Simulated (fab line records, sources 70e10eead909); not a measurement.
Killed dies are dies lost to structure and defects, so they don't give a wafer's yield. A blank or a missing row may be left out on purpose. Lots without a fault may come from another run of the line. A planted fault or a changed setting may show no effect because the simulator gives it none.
fab line records | flow nand_harc
record lots=6 wafers=18 last_day=24
route steps=1159 shown P_GATE@126 END@1159
lots that met no fault: from a run of the same line without faults
start_h: hours from the record's first day to the start of the lot's first wafer shown | wait_h: hours since the lot's step before | " the same as in the row above | L1.1+2: a row that stands for several wafers | - no value, or no start given | * or withheld: withheld | < > ~ a bound
route shown NAME@n: a module of which the file shows steps, and the number in the route of the first | usual: mean/standard deviation of fault-free wafers | same: alike in all rows | chamber/n: place in a boat | sites: the reading at each site | _std_site: their standard deviation | _edge_site: outer sites' mean less inner sites' | radius_mm: how far each site lies from the wafer's centre | mask NAME#n: copy n | behind: the tool/chamber that last shaped the wafer | hold: why the lot was held/for how many hours/how that ended | device: the transistor (n, p or np) that didn't switch | end of line: the same wafers' tests at the end of the route | a step without rows: its recipe alone | killed: dies lost to structure and defects at the first sort, not the wafer's yield | map: a wafer's dies, x killed, . not, _ none there
set.NAME: the setting as run; set.NAME@STEP: as run at that earlier step | model.NAME: the simulator's own value behind a step, which no gauge read
lots at some steps of the route; a table a step, a row a wafer
services: from which hour (start_h, from the record's first day; less than 0 if before it) a tool's chamber was out of use, for how many hours, and why
## steps
# step NHARC_P_GATE_STRIP_15
# recipe time_s=780 temp_c=130 chemistry=SPM
# step NHARC_P_GATE_PRECLEAN_71
# recipe time_s=* temp_c=50 bath_age_min=0 chemistry=SC1
# step NHARC_P_GATE_SRD_72
# step NHARC_P_GATE_OXIDE_16
# recipe target_thk_a=30 temp_c=875 ox_time_s=392 material=SiO2
# step NHARC_P_GATE_CVD_17
# recipe target_thk_a=1500 temp_c=620 time_s=900 material=poly-Si
# step NHARC_P_GATE_HM_DEP_102
# recipe target_thk_a=1200 temp_c=400 material=aC
# usual throttle_valve_pct=35.001/0.01
# columns lot.wafer tool chamber start_h wait_h throttle_valve_pct
L947.2 acl_dep-01 0 80.20 0.9 34.998
L947.3 " 0 " " 34.992
L947.4 " 0 " " 35.002
L956.3 acl_dep-03 0 147.57 2.5 35.015
L956.4 " 0 " " 34.993
L956.6 " 0 " " 34.988
L959.2 acl_dep-01 0 165.49 1.5 34.999
L959.4 " 0 " " 34.989
L959.6 " 0 " " 35.008
L962.1 acl_dep-01 0 186.48 4.2 34.995
L962.2 " 0 " " 35.012
L962.4 " 0 " " 34.995
L966.2 acl_dep-01 0 201.45 0.5 35.005
L966.5 " 0 " " 35.001
L966.6 " 0 " " 35.005
L967.2 acl_dep-02 0 201.45 0.5 34.993
L967.4 " 0 " " 35.014
L967.5 " 0 " " 35.017
# step NHARC_P_GATE_DEP_103
# recipe target_thk_a=300 target_thk_nm=30 temp_c=400 flow_sccm=200 rf_w=350 material=SiON
# usual heater_power_w=723/63 rf_fwd_power_W=348.4/1.2
# columns lot.wafer tool chamber start_h wait_h heater_power_w rf_fwd_power_W since_wet_clean_h
L947.2 pecvd-03 2 80.79 0.5 793 348.2 138
L947.3 " 0 " " 659 348.8 138
L947.4 " 1 " " 788 349.9 -
L956.3 pecvd-01 0 148.19 0.5 675 347.9 79
L956.4 " 2 " " 744 347.5 -
L956.6 " 1 " " 766 347.2 -
L959.2 pecvd-01 0 166.08 0.5 684 347.8 97
L959.6 " 0 " " 685 348.6 -
L959.4 " 1 " " 803 347.8 -
L962.1 pecvd-01 2 187.14 0.6 764 347.0 118
L962.2 " 0 " " 653 350.2 118
L962.4 " 2 " " 746 347.0 -
L966.2 pecvd-03 1 202.00 0.4 822 348.1 78
L966.6 " 1 " " 828 350.4 -
L966.5 " 0 " " 580 347.3 -
L967.2 pecvd-03 0 202.20 0.6 605 348.8 78
L967.5 " 0 " " 620 349.3 -
L967.4 " 1 " " 743 350.1 -
# step NHARC_P_GATE_DEHYDRATE_18
# recipe temp_c=150 time_s=120
# step NHARC_P_GATE_HMDS_19
# recipe time_s=30
# step NHARC_P_GATE_COAT_20
# recipe spin_rpm=1500 resist_thk_nm=90
# step NHARC_P_GATE_SOFTBAKE_21
# recipe temp_c=105 time_s=55
# step NHARC_P_GATE_EBR_22
# step NHARC_P_GATE_EXPOSE_23
# recipe na=1.35 target_cd_nm=120 dose_mj=93.91 mask_id=P_GATE
# usual exposure_dose_mJ_cm2=93.90/0.092
# columns lot.wafer tool chamber start_h wait_h mask exposure_dose_mJ_cm2
L947.2 arfi_scanner-02 0 81.38 - P_GATE#0 93.80
L947.3 " 0 " " P_GATE#0 93.87
L947.4 " 0 " " P_GATE#0 93.81
L956.3 arfi_scanner-02 0 148.59 - P_GATE#0 119.93
L956.4 " 0 " " P_GATE#0 120.15
L956.6 " 0 " " P_GATE#0 119.96
L959.2 arfi_scanner-01 0 166.59 - P_GATE#0 93.90
L959.4 " 0 " " P_GATE#0 93.94
L959.6 " 0 " " P_GATE#0 93.91
L962.1 arfi_scanner-02 0 187.69 - P_GATE#0 120.02
L962.2 " 0 " " P_GATE#0 119.93
L962.4 " 0 " " P_GATE#0 119.95
L966.2 arfi_scanner-01 0 202.54 - P_GATE#0 93.89
L966.5 " 0 " " P_GATE#0 93.91
L966.6 " 0 " " P_GATE#0 94.03
L967.2 arfi_scanner-03 0 202.71 - P_GATE#0 93.84
L967.4 " 0 " " P_GATE#0 93.93
L967.5 " 0 " " P_GATE#0 93.97
# step NHARC_P_GATE_PEB_24
# recipe peb_temp_c=100 peb_time_s=65
# step NHARC_P_GATE_DEVELOP_25
# recipe develop_time_s=35 dev_temp_c=23
# step NHARC_P_GATE_CD_MEAS_26
# recipe target_cd_nm=120 landing_energy_ev=500
# usual cd_nm=119.8/0.74
# same landing_energy_ev=500
# columns lot.wafer tool chamber start_h wait_h hold cd_nm
L947.2 cd_sem-03 0 81.52 - - 119.7
L947.3 " 0 " " - 119.5
L947.4 " 0 " " - 120.6
L956.3 cd_sem-02 0 148.72 - await_dispo/0.2h/release 105.0
L956.4 " 0 " " await_dispo/0.2h/release 105.4
L956.6 " 0 " " await_dispo/0.2h/release 105.3
L956.3 cd_sem-02 0 - - - 105.3
L956.4 " 0 " " - 105.7
L956.6 " 0 " " - 105.5
L959.2 cd_sem-02 0 166.73 - - 121.1
L959.4 " 0 " " - 120.3
L959.6 " 0 " " - 121.0
L962.1 cd_sem-01 0 187.83 - await_dispo/0.2h/release 104.4
L962.2 " 0 " " await_dispo/0.2h/release 104.5
L962.4 " 0 " " await_dispo/0.2h/release 104.1
L962.1 cd_sem-01 0 - - - 104.0
L962.2 " 0 " " - 104.9
L962.4 " 0 " " - 104.3
L966.2 cd_sem-03 0 202.68 - - 118.9
L966.5 " 0 " " - 120.1
L966.6 " 0 " " - 119.1
L967.2 cd_sem-02 0 202.86 - - 118.9
L967.4 " 0 " " - 119.5
L967.5 " 0 " " - 120.6
# step NHARC_P_GATE_OVL_MEAS_27
# usual overlay_x_nm=0.2/0.9 overlay_y_nm=-0.1/0.85
# columns lot.wafer tool chamber start_h wait_h hold overlay_x_nm overlay_y_nm
L947.2 overlay-02 - 81.60 - - 1.6 0.0
L947.3 " - " " - 1.6 -0.2
L947.4 " - " " - 1.8 0.1
L956.3 overlay-02 - 158.39 - await_dispo/9.4h/release 0.4 -0.6
L956.4 " - " " await_dispo/9.4h/release -0.3 0.1
L956.6 " - " " await_dispo/9.4h/release -0.4 -0.3
L959.2 overlay-01 - 166.82 - - -1.0 -1.7
L959.4 " - " " - -0.6 -1.3
L959.6 " - " " - -0.8 -1.3
L962.1 overlay-01 - 189.16 - await_dispo/1.1h/release -1.5 -0.7
L962.2 " - " " await_dispo/1.1h/release -2.2 -0.5
L962.4 " - " " await_dispo/1.1h/release -2.2 0.1
L966.2 overlay-01 - 202.77 - - 0.3 -0.2
L966.5 " - " " - -0.3 -0.2
L966.6 " - " " - 0.2 -0.1
L967.2 overlay-01 - 202.95 - - 0.4 -0.2
L967.4 " - " " - 0.6 -0.5
L967.5 " - " " - 0.8 -0.7
# step NHARC_P_GATE_INSPECT_28
# usual raw_defect_count=6/3
# columns lot.wafer tool chamber start_h wait_h raw_defect_count
L947.2 defect_inspect-01 - 81.64 0.0 7
L947.3 " - " " 11
L947.4 " - " " 11
L956.3 defect_inspect-02 - 158.43 0.0 4
L956.4 " - " " 17
L956.6 " - " " 8
L959.2 defect_inspect-01 - 166.85 0.0 7
L959.4 " - " " 4
L959.6 " - " " 9
L962.1 defect_inspect-02 - 189.19 0.0 4
L962.2 " - " " 3
L962.4 " - " " 4
L966.2 defect_inspect-01 - 202.80 0.0 9
L966.5 " - " " 8
L966.6 " - " " 7
L967.2 defect_inspect-01 - 202.98 0.0 2
L967.4 " - " " 6
L967.5 " - " " 6
# step NHARC_P_GATE_DESCUM_31
# recipe time_s=3 o2_flow_sccm=200 ar_flow_sccm=0 bias_power_w=0 chemistry=O2
# usual drypump_motor_current_A=5.7/0.38 oes_product_au=0.998/0.014 rf_vpp_V=57.8/0.77 showerhead_plenum_p_Torr=1.92/0.062 throttle_valve_pct=11.312/0.0093
# columns lot.wafer tool chamber start_h wait_h drypump_motor_current_A oes_product_au rf_hours_counter_h rf_vpp_V showerhead_plenum_p_Torr throttle_valve_pct model.P_GATE.cd_nm
L947.3 rie_diel-06 2 81.70 0.1 5.9 0.979 4 58.5 1.91 11.330 119.9
L947.4 " 3 " " 6.4 0.975 4 57.8 1.90 11.317 120.1
L947.2 " 1 " " 5.1 0.993 3 59.3 1.91 11.317 119.3
L956.3 rie_diel-06 2 158.50 0.1 5.9 0.982 24 58.2 1.91 11.318 104.8
L956.4 " 3 " " 6.4 0.983 25 56.2 1.90 11.309 104.4
L956.6 " 1 " " 5.1 1.001 - 58.8 1.91 11.307 105.1
L959.4 rie_diel-13 3 166.97 0.1 5.8 1.001 8 57.6 1.94 11.317 120.7
L959.2 " 0 " " 5.6 1.002 10 57.2 1.78 11.311 121.2
L959.6 " 2 " " 5.9 1.006 - 59.0 1.90 11.305 119.2
L962.1 rie_diel-06 1 189.30 0.1 5.1 1.010 37 57.6 1.90 11.306 104
L962.4 " 3 " " 6.4 0.994 40 57.6 1.89 11.314 103.2
L962.2 " 0 " " 5.7 0.969 39 57.5 1.92 11.312 103.2
L966.2 rie_diel-06 0 202.86 0.1 5.6 0.975 44 57.6 1.92 11.293 117.6
L966.5 " 0 " " 5.6 0.974 - 58.5 1.92 11.306 119.1
L966.6 " 3 " " 6.4 0.995 - 56.8 1.89 11.306 117.9
L967.2 rie_diel-13 1 203.06 0.1 5.5 1.021 18 57.5 2.01 11.305 118.8
L967.4 " 1 " " 5.5 1.014 - 59.2 2.01 11.317 119
L967.5 " 1 " " 5.5 1.011 - 57.9 2.01 11.313 120.2
# step NHARC_P_GATE_ETCH_104
# recipe target_depth_a=600 time_s=withheld cf4_flow_sccm=100 chf3_flow_sccm=30 ar_flow_sccm=0 rf_w=500 bias_w=200 chemistry=CF4/CHF3
# usual drypump_motor_current_A=5.8/0.4 oes_product_au=0.941/0.019 rf_fwd_power_W=492.3/2.9 rf_vpp_V=370.8/1.9 showerhead_plenum_p_Torr=1.58/0.051 throttle_valve_pct=16.801/0.0093
# columns lot.wafer tool chamber start_h wait_h drypump_motor_current_A oes_product_au rf_fwd_power_W rf_vpp_V showerhead_plenum_p_Torr throttle_valve_pct
L947.4 rie_diel-06 2 81.83 0.1 5.8 0.931 489.8 369.6 1.57 16.809
L947.2 " 3 " " 6.4 0.936 489.3 369.8 1.57 16.793
L947.3 " 1 " " 5.1 0.938 496.5 369.8 1.57 16.815
L956.3 rie_diel-06 3 158.60 0.1 6.4 0.940 490.5 370.1 1.56 16.780
L956.4 " 1 " " 5.1 0.947 493.4 370.7 1.57 16.824
L956.6 " 2 " " 5.9 0.936 488.7 370.4 1.57 16.802
L959.2 rie_diel-13 0 167.23 0.2 5.7 0.938 496.1 365.1 1.47 16.802
L959.4 " 1 " " 5.5 0.948 492.8 372.5 1.65 16.808
L959.6 " 0 " " 5.7 0.939 495.2 366.3 1.47 16.814
L962.4 rie_diel-06 3 189.56 0.2 6.4 0.926 492.3 370.6 1.56 16.797
L962.2 " 1 " " 5.1 0.950 495.1 373.0 1.57 16.800
L962.1 " 2 " " 5.9 0.933 488.3 370.6 1.56 16.787
L966.2 rie_diel-06 3 203.05 0.2 6.4 0.933 489.7 369.5 1.55 16.796
L966.6 " 0 " " 5.6 0.914 490.3 369.4 1.58 16.798
L966.5 " 2 " " 5.9 0.935 487.7 370.5 1.56 16.803
L967.2 rie_diel-13 2 203.19 0.1 5.8 0.946 494.0 371.9 1.56 16.796
L967.4 " 1 " " 5.5 0.957 493.3 373.0 1.65 16.801
L967.5 " 2 " " 5.8 0.952 495.5 370.0 1.56 16.802
# step NHARC_P_GATE_HM_OPEN_105
# recipe target_depth_a=3600 o2_flow_sccm=400 cos_flow_sccm=20 ar_flow_sccm=0 rf_w=500 bias_w=300 chemistry=O2/COS
# usual cos_flow_sccm=20.00/0.067 drypump_motor_current_A=5.7/0.39 oes_product_au=0.998/0.015 rf_fwd_power_W=497.8/1.7 rf_vpp_V=467.5/2.2 showerhead_plenum_p_Torr=3.14/0.095 throttle_valve_pct=28.331/0.0092
# columns lot.wafer tool chamber start_h wait_h cos_flow_sccm drypump_motor_current_A oes_product_au rf_fwd_power_W rf_hours_counter_h rf_vpp_V showerhead_plenum_p_Torr throttle_valve_pct
L947.4 rie_diel-06 0 - - 20.06 5.6 0.985 497.3 3 468.1 3.15 28.347
L947.2 " 1 " " 20.01 5.1 0.997 499.4 3 466.7 3.12 28.330
L947.3 " 2 " " 19.98 5.9 0.987 498.2 4 467.3 3.12 28.324
L956.4 rie_diel-06 3 - - 20.02 6.3 0.980 497.0 25 466.3 3.09 28.335
L956.3 " 0 " " 20.00 5.6 0.959 495.5 22 467.5 3.14 28.344
L956.6 " 0 " " 20.00 5.6 0.962 499.2 - 467.0 3.14 28.336
L959.4 rie_diel-13 1 - - 20.03 5.5 1.003 498.1 10 469.4 3.28 28.337
L959.2 " 0 " " 19.90 5.7 0.996 499.9 10 462.5 2.92 28.340
L959.6 " 2 " " 19.96 5.9 1.016 500.5 - 466.4 3.11 28.319
L962.4 rie_diel-06 1 - - 20.12 5.1 1.002 500.7 37 466.3 3.10 28.330
L962.1 " 2 " " 19.98 5.9 0.980 496.6 39 467.3 3.11 28.350
L962.2 " 3 " " 19.92 6.4 0.983 496.9 41 466.3 3.09 28.328
L966.2 rie_diel-06 0 - - 19.94 5.7 0.975 499.5 44 467.7 3.13 28.334
L966.5 " 0 " " 20.03 5.7 0.980 498.2 - 468.6 3.13 28.336
L966.6 " 2 " " 19.96 5.9 0.987 497.6 - 467.6 3.10 28.332
L967.2 rie_diel-13 1 - - 19.96 5.6 1.010 498.1 18 471.1 3.27 28.343
L967.4 " 2 " " 20.00 5.8 0.994 496.8 - 466.4 3.10 28.326
L967.5 " 2 " " 19.96 5.9 1.001 496.6 - 468.6 3.10 28.343
# step NHARC_P_GATE_STRIP_106
# recipe o2_flow_sccm=400 cos_flow_sccm=20 ar_flow_sccm=0 bias_w=0 chemistry=O2/COS
# step NHARC_P_GATE_ETCH_114
# recipe target_depth_a=300 overetch_a=30 time_s=16.5 ion_energy_ev=100 cf4_flow_sccm=80 o2_flow_sccm=20 ar_flow_sccm=0 rf_w=300 bias_w=100 chemistry=CF4/O2
# step NHARC_P_GATE_ETCH_32
# recipe target_depth_a=1500 over_etch_frac=1 over_etch_ion_energy_ev=40 time_s=100.1 hbr_flow_sccm=150 cl2_flow_sccm=50 rf_w=400 icp_w=400 bias_w=100 chemistry=HBr/Cl2
# usual drypump_motor_current_A=5.9/0.4 oes_product_au=0.999/0.013 rf_fwd_power_W=396.6/1.4 throttle_valve_pct=26.407/0.009
# columns lot.wafer tool chamber start_h wait_h drypump_motor_current_A oes_product_au rf_fwd_power_W rf_hours_counter_h throttle_valve_pct model.P_GATE.cd_nm
L947.2 rie_si-06 1 82.54 - 5.4 0.982 396.0 0.5 26.412 120.9
L947.4 " 2 " " 6.0 1.014 397.2 0.5 26.410 118.5
L947.3 " 3 " " 5.8 1.000 398.2 0.7 26.407 118.2
L956.3 rie_si-03 2 164.00 - 6.2 1.021 396.5 1.5 26.412 106.2
L956.4 " 1 " " 5.3 1.017 397.4 1.6 26.409 103.6
L956.6 " 2 " " 6.2 1.032 395.6 - 26.398 106.6
L959.2 rie_si-01 1 167.76 - 6.0 0.979 396.2 0.2 26.409 124
L959.4 " 0 " " 5.3 1.007 396.6 0.2 26.411 122
L959.6 " 1 " " 6.0 0.981 397.8 - 26.415 121.2
L962.2 rie_si-01 2 190.16 - 6.6 0.989 393.8 0.6 26.416 101.9
L962.4 " 3 " " 6.4 1.004 397.1 0.4 26.419 97.94
L962.1 " 0 " " 5.3 1.019 395.7 0.4 26.388 106.5
L967.4 rie_si-06 1 203.71 - 5.4 1.005 399.9 0.2 26.413 118.1
L967.2 " 2 " " 6.0 1.012 395.5 0.2 26.405 118.9
L967.5 " 0 " " 6.2 0.995 393.7 - 26.405 122.4
L966.2 rie_si-03 2 203.71 - 6.2 1.006 394.8 0.4 26.409 119.5
L966.5 " 0 " " 5.5 0.993 396.9 - 26.408 120.5
L966.6 " 1 " " 5.3 0.976 394.7 - 26.416 118.2
# step NHARC_P_GATE_STRIP_108
# recipe o2_flow_sccm=500 ar_flow_sccm=0 bias_w=0 chemistry=O2
# usual drypump_motor_current_A=5.7/0.43 oes_product_au=0.997/0.016 rf_vpp_V=57.8/0.93 showerhead_plenum_p_Torr=3.55/0.11 throttle_valve_pct=17.036/0.0093
# columns lot.wafer tool chamber start_h wait_h drypump_motor_current_A oes_product_au rf_hours_counter_h rf_vpp_V showerhead_plenum_p_Torr throttle_valve_pct
L947.2 rie_diel-01 0 82.75 - 5.9 1.021 44 57.9 3.68 17.026
L947.3 " 2 " " 5.2 1.011 44 58.5 3.66 17.037
L947.4 " 2 " " 5.1 1.015 - 57.9 3.66 17.028
L956.3 rie_diel-13 1 164.16 - 5.6 1.007 7 58.4 3.70 17.038
L956.4 " 0 " " 5.7 0.999 6 57.2 3.30 17.025
L956.6 " 1 " " 5.6 0.997 - 57.6 3.70 17.041
L959.2 rie_diel-01 3 167.97 - 6.6 0.990 13 57.5 3.70 17.033
L959.4 " 0 " " 5.9 0.989 11 57.8 3.67 17.057
L959.6 " 1 " " 5.0 1.025 - 57.5 3.48 17.035
L962.2 rie_diel-06 3 190.38 - 6.4 0.990 41 58.8 3.49 17.044
L962.4 " 0 " " 5.7 0.981 39 57.9 3.54 17.037
L962.1 " 2 " " 5.9 0.973 39 57.9 3.51 17.046
L967.2 rie_diel-01 2 203.93 - 5.2 1.006 24 59.2 3.64 17.040
L967.4 " 3 " " 6.6 1.006 27 56.4 3.69 17.047
L967.5 " 2 " " 5.2 1.007 - 56.5 3.64 17.043
L966.2 rie_diel-06 3 204.00 - 6.4 0.981 46 57.9 3.49 17.052
L966.6 " 3 " " 6.4 0.982 - 57.7 3.49 17.032
L966.5 " 2 " " 5.9 0.980 - 58.9 3.51 17.036
# step NHARC_END_SORT_01
# recipe temp_c=25
# usual killed_at_array=29/10 killed_at_other=0.7/1.1 killed_at_periphery=3.3/2.4 killed_dies=33/11 killed_open=3.3/2 killed_short=1.9/1.3
# same gross_dies=677
# columns lot.wafer tool chamber start_h wait_h hold killed_at_array killed_at_other killed_at_periphery killed_dies killed_open killed_short
L947.2 prober-02 0 446.30 2.8 - 20 0 6 26 6 1
L947.3 prober-02 0 447.10 3.1 - 25 0 5 30 4 2
L947.4 prober-02 0 447.89 3.4 - 19 1 5 25 3 2
L959.2 prober-01 0 541.50 2.8 - 31 4 7 42 2 4
L959.4 prober-01 0 543.08 3.4 - 44 2 6 52 4 5
L959.6 prober-01 0 544.67 4.0 - 35 4 12 51 3 1
L956.3 prober-02 0 551.47 3.1 - 14 0 36 50 1 2
L956.4 prober-02 0 552.28 3.4 - 13 0 37 50 2 1
L956.6 prober-02 0 553.91 4.1 - 14 0 23 37 1 2
L962.1 prober-01 0 557.75 2.5 await_dispo/0.9h/release 18 1 37 56 3 0
L962.2 prober-01 0 558.55 2.8 await_dispo/0.9h/release 18 1 39 58 6 4
L962.4 prober-01 0 560.16 3.4 await_dispo/0.9h/release 11 1 25 37 3 1
L967.2 prober-02 0 574.10 2.8 - 27 0 4 31 6 1
L967.4 prober-02 0 575.71 3.4 - 25 0 3 28 0 2
L967.5 prober-02 0 576.51 3.7 - 27 2 1 30 2 2
L966.2 prober-01 0 575.15 2.8 - 21 2 5 28 4 6
L966.5 prober-01 0 577.56 3.7 - 16 2 2 20 1 1
L966.6 prober-01 0 578.36 4.0 - 20 2 0 22 5 2
# killed by level:class
L947.2 A_SLIT:chamber_film_flake=8 A_CHANNEL_HOLE_D1:chamber_film_flake=3 A_CONTACT:geometric_particle:open=2 P_ZERO_WELL:chamber_film_flake=2 P_BONDPAD:chamber_film_flake=2 P_CONTACT:geometric_particle:open=1 P_M2:geometric_particle:open=1 A_CHANNEL_FILL_D1:geometric_particle:open=1
L947.3 A_SLIT:chamber_film_flake=10 A_STAIRCASE:chamber_film_flake=4 A_CONTACT:geometric_particle:open=3 P_ZERO_WELL:chamber_film_flake=3 A_ZERO_WELL:chamber_film_flake=3 A_CHANNEL_HOLE_D1:chamber_film_flake=2 P_CONTACT:geometric_particle:short=1 A_CHANNEL_FILL_D1:geometric_particle:short=1
L947.4 A_SLIT:chamber_film_flake=8 P_ZERO_WELL:chamber_film_flake=3 A_CHANNEL_FILL_D1:geometric_particle:short=2 A_ZERO_WELL:chamber_film_flake=2 A_CHANNEL_FILL_D1:geometric_particle:open=1 A_SGD_CUT:geometric_particle:open=1 P_CONTACT:chamber_film_flake=1 P_BONDPAD:chamber_film_flake=1
L959.2 A_SLIT:chamber_film_flake=15 A_CHANNEL_HOLE_D1:chamber_film_flake=5 A_STAIRCASE:chamber_film_flake=4 A_CONTACT:chamber_film_flake=4 P_CONTACT:chamber_film_flake=3 THIN_TSV:chamber_film_flake=3 P_CONTACT:geometric_particle:short=1 P_M1:geometric_particle:open=1
L959.4 A_SLIT:chamber_film_flake=15 A_STAIRCASE:chamber_film_flake=8 A_CONTACT:chamber_film_flake=8 A_CHANNEL_HOLE_D1:chamber_film_flake=5 P_CONTACT:chamber_film_flake=4 A_WL_FILL:geometric_particle:short=2 THIN_TSV:chamber_film_flake=2 P_CONTACT:geometric_particle:short=1
L959.6 A_SLIT:chamber_film_flake=15 P_CONTACT:chamber_film_flake=9 A_CONTACT:chamber_film_flake=7 A_CHANNEL_HOLE_D1:chamber_film_flake=5 A_STAIRCASE:chamber_film_flake=4 THIN_TSV:chamber_film_flake=4 P_STI:chamber_film_flake=3 A_ONON_D1:geometric_particle:open=1
L956.3 P_GATE:area_expose=35 A_CONTACT:chamber_film_flake=5 A_STAIRCASE:chamber_film_flake=4 A_CHANNEL_HOLE_D1:chamber_film_flake=2 P_M0:geometric_particle:open=1 A_ONON_D1:geometric_particle:short=1 A_WL_FILL:geometric_particle:short=1 A_WL_FILL:chamber_film_flake=1
L956.4 P_GATE:area_expose=36 A_CONTACT:chamber_film_flake=4 A_CHANNEL_HOLE_D1:chamber_film_flake=2 A_STAIRCASE:chamber_film_flake=2 A_WL_FILL:chamber_film_flake=2 A_CHANNEL_HOLE_D1:geometric_particle:short=1 A_CONTACT:geometric_particle:open=1 A_M0:geometric_particle:open=1
L956.6 P_GATE:area_expose=20 A_WL_FILL:chamber_film_flake=6 A_CHANNEL_HOLE_D1:chamber_film_flake=4 A_CONTACT:chamber_film_flake=2 P_GATE:geometric_particle:short=1 P_CONTACT:geometric_particle:open=1 A_M0:geometric_particle:short=1 P_ZERO_WELL:chamber_film_flake=1
L962.1 P_GATE:area_expose=30 A_CHANNEL_HOLE_D1:chamber_film_flake=9 A_CONTACT:chamber_film_flake=5 P_GATE:chamber_film_flake=3 P_GATE:geometric_particle:open=1 A_SOURCE_PLATE:geometric_particle:open=1 A_CONTACT:geometric_particle:open=1 P_STI:chamber_film_flake=1
L962.2 P_GATE:area_expose=34 A_CHANNEL_HOLE_D1:chamber_film_flake=4 P_M2:chamber_film_flake=3 A_CONTACT:chamber_film_flake=3 A_WL_FILL:geometric_particle:short=2 A_SGD_CUT:chamber_film_flake=2 P_M0:geometric_particle:open=1 P_M1:geometric_particle:open=1
L962.4 P_GATE:area_expose=22 A_CHANNEL_HOLE_D1:chamber_film_flake=5 A_CONTACT:chamber_film_flake=2 A_CHANNEL_FILL_D1:geometric_particle:short=1 A_CHANNEL_FILL_D1:geometric_particle:open=1 A_SGD_CUT:geometric_particle:open=1 A_M0:geometric_particle:open=1 P_STI:chamber_film_flake=1
L967.2 A_CHANNEL_HOLE_D1:chamber_film_flake=17 A_CONTACT:chamber_film_flake=4 A_WL_FILL:geometric_particle:open=2 P_GATE:chamber_film_flake=2 P_CONTACT:geometric_particle:short=1 P_M0:geometric_particle:open=1 A_CONTACT:geometric_particle:open=1 A_BLC:geometric_particle:open=1
L966.2 A_SLIT:chamber_film_flake=5 P_GATE:chamber_film_flake=4 A_ONON_D1:geometric_particle:short=3 A_CHANNEL_HOLE_D1:chamber_film_flake=3 A_CONTACT:chamber_film_flake=3 THIN_TSV:chamber_film_flake=2 P_M0:geometric_particle:open=1 A_ONON_D1:geometric_particle:open=1
L967.4 A_CHANNEL_HOLE_D1:chamber_film_flake=19 P_ZERO_WELL:chamber_film_flake=2 A_CONTACT:chamber_film_flake=2 A_CHANNEL_FILL_D1:geometric_particle:short=1 A_BLC:geometric_particle:short=1 P_STI:chamber_film_flake=1 A_STAIRCASE:chamber_film_flake=1 A_SLIT:chamber_film_flake=1
L967.5 A_CHANNEL_HOLE_D1:chamber_film_flake=19 A_SLIT:chamber_film_flake=2 A_CONTACT:chamber_film_flake=2 THIN_TSV:chamber_film_flake=2 A_ONON_D1:geometric_particle:open=1 A_CHANNEL_FILL_D1:geometric_particle:short=1 A_WL_FILL:geometric_particle:open=1 A_M0:geometric_particle:short=1
L966.5 A_CHANNEL_HOLE_D1:chamber_film_flake=7 A_CONTACT:chamber_film_flake=3 A_SLIT:chamber_film_flake=2 THIN_TSV:chamber_film_flake=2 A_WL_FILL:geometric_particle:short=1 A_M1:geometric_particle:open=1 P_STI:chamber_film_flake=1 P_CONTACT:chamber_film_flake=1
L966.6 A_CHANNEL_HOLE_D1:chamber_film_flake=7 A_SLIT:chamber_film_flake=3 A_CONTACT:chamber_film_flake=3 A_CONTACT:geometric_particle:open=2 A_M0:geometric_particle:open=2 THIN_TSV:chamber_film_flake=2 A_WL_FILL:geometric_particle:short=1 A_ONON_D1:geometric_particle:short=1
# map L956.3 (x killed, . not)
____________.____________
_________.x.x.xx_________
_______..x......xx_______
______.x..........x______
_____............x.._____
____xx.............x.____
____.................____
___x..................___
___...................___
__x..x.................__
__.....................__
_.x.x..................._
_......................._
_.x....................._
_..x...................._
_...x..................._
........................x
...............x.........
xx...............x.......
.xx.........x............
...x....................x
_..x...................._
_.....................x._
_...........x..........._
_.......xx....x..x......_
_......................._
__.....................__
__.x...................__
___x.x..........x.x.x.___
___...................___
____...............x.____
____...............x.____
_____..............._____
______........x....______
_______...x.....x._______
_________......x_________
____________.____________
# map L962.2 (x killed, . not)
____________.____________
_________xx..xx._________
_______x.........._______
______x..x.........______
_____x.x......x....._____
____.................____
____x...x............____
___...x..............x___
___x.x.x..............___
__.....................__
__...................x.__
_......................x_
_.....................xx_
_......................._
_......................._
_......................._
................xx.......
................xx.......
............x............
..........xx..........x..
..x.....................x
_......................._
_......................x_
_..x...................._
_.x.x.........x........._
_..........x............_
__.......xx.......x.x.x__
__..................x..__
___x..x.......x.......___
___...................___
____.................____
____..............x..____
_____x.xx.......x..x_____
______..........x.x______
_______..........._______
_________x.xx.x._________
____________.____________
## services
# columns tool chamber start_h hours kind
rie_diel-06 - 64.22 9.0 pm
arfi_scanner-02 - 67.26 0.9 repair
rie_diel-01 3 73.30 19.1 repair
arfi_scanner-02 - 78.52 1.1 repair
arfi_scanner-02 - 84.00 4.0 pm
rie_diel-13 - 99.03 9.0 pm
rie_si-06 0 100.06 11.6 repair
pecvd-03 - 111.15 13.0 pm
acl_dep-01 - 112.80 13.0 pm
rie_diel-13 2 113.36 9.5 repair
rie_diel-01 2 122.17 4.6 repair
rie_diel-13 3 124.27 5.6 repair
rie_si-01 - 127.00 9.0 pm
rie_diel-01 1 132.81 3.8 repair
rie_diel-01 - 137.80 9.0 pm
rie_si-01 3 145.38 2.3 repair
arfi_scanner-02 - 145.99 0.8 repair
rie_si-03 - 155.00 9.0 pm
arfi_scanner-02 - 168.33 0.5 repair
arfi_scanner-01 - 175.65 0.9 repair
rie_si-06 - 183.00 9.0 pm
rie_si-03 0 191.66 1.7 repair
rie_diel-06 1 197.92 2.2 repair
rie_diel-06 1 200.69 9.4 repair
## key
first_sign step=NHARC_P_GATE_EXPOSE_23 reading=exposure_dose_mJ_cm2 direction=up sigmas=99+ usual=93.90 struck=119.99
effect step=NHARC_P_GATE_CD_MEAS_26 reading=visit direction=added
effect step=NHARC_P_GATE_CD_MEAS_26 reading=cd_nm direction=down sigmas=20 usual=119.8 struck=104.8
effect step=NHARC_END_SORT_01 reading=killed_at_periphery direction=up sigmas=12 usual=3.3 struck=32.8
model_effect step=NHARC_P_GATE_DESCUM_31 value=P_GATE.cd_nm without=118.8 struck=104.1
model_effect step=NHARC_P_GATE_ETCH_32 value=P_GATE.cd_nm without=118.6 struck=103.8
more_kills_born_at NHARC_P_GATE_EXPOSE_23@arfi_scanner-02=177
met_at NHARC_P_GATE_EXPOSE_23
struck_wafers L956.3,L956.4,L956.6,L962.1,L962.2,L962.4
tester_left_out L956,L962
onset_between 81.38 148.59
fault kind=process_parameter_drift tool=arfi_scanner-02 chamber=- onset_h=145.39 steps=NHARC_P_GATE_EXPOSE_23 channel=dose_mj offset=26.029 shape=step acts_in=these_recipes_only stated=93.91
# tester_left_out: of these lots the tester's yield and bins aren't shown, on N5 and GAA mostly nor the transistor test; their killed dies are dies lost to structure and defects alone, not to doping, threshold or leakage, so they don't give the yield
